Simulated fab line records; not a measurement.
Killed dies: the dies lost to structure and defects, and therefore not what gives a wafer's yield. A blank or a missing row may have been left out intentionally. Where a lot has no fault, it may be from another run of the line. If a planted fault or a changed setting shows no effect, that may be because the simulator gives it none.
Which of the tools did it? + flow n5Finfet + 28 wafers sampled from 10 lots at 1 step of a route of 1938

## WHAT EACH GAUGE READ, for each wafer
N5_BEOL_M4_RC_MEAS_101.
| lot  | measured     | on        | DIBL_N (mV/V)  |
|------|--------------|-----------|----------------|
| L769 | day 7 21:32  | prober-01 | 35.2 33.2 33.7 |
| L771 | day 8 01:18  | prober-02 | 35.8 38.5 35.0 |
| L772 | day 8 11:33  | prober-02 | 36.9 36.9 34.7 |
| L774 | day 8 22:27  | prober-01 | 34.8 37.8 35.3 |
| L775 | day 9 11:20  | prober-02 | 39.3 36.9 38.1 |
| L776 | day 9 17:29  | prober-01 | 36.7 38.2 37.4 |
| L780 | day 10 20:08 | prober-01 | 39.2 35.0      |
| L784 | day 11 14:01 | prober-02 | 38.0 36.2      |
| L788 | day 13 01:37 | prober-02 | 34.4 35.9 34.5 |
| L792 | day 14 00:35 | prober-02 | 36.8 36.1 36.3 |

## WHICH TOOL RAN EACH LOT (tool, then ch and the chambers of the sampled wafers, then the start)
The record shows no process step preceding these readings.

## THE ANSWER, worked out from the rows above alone
Rule: the usual values come from the lots themselves. The widest of any qualifying gaps counts: lots, ordered by their means at a reading, are off when they make up no more than a third of the lots, leave a main group of 4 or more, and stand apart from it by 3 or more times the standard deviation of that group's means. A main group whose means are all the same, to the digits that the tables above print for the reading, isn't used. Also off: a lot with no number at a reading for which 4 or more lots have one. All remaining lots with rows at the step are treated as sound.
Nothing can be told from this: no lot is off at any reading shown.

## WHAT THE SIMULATOR PUT IN
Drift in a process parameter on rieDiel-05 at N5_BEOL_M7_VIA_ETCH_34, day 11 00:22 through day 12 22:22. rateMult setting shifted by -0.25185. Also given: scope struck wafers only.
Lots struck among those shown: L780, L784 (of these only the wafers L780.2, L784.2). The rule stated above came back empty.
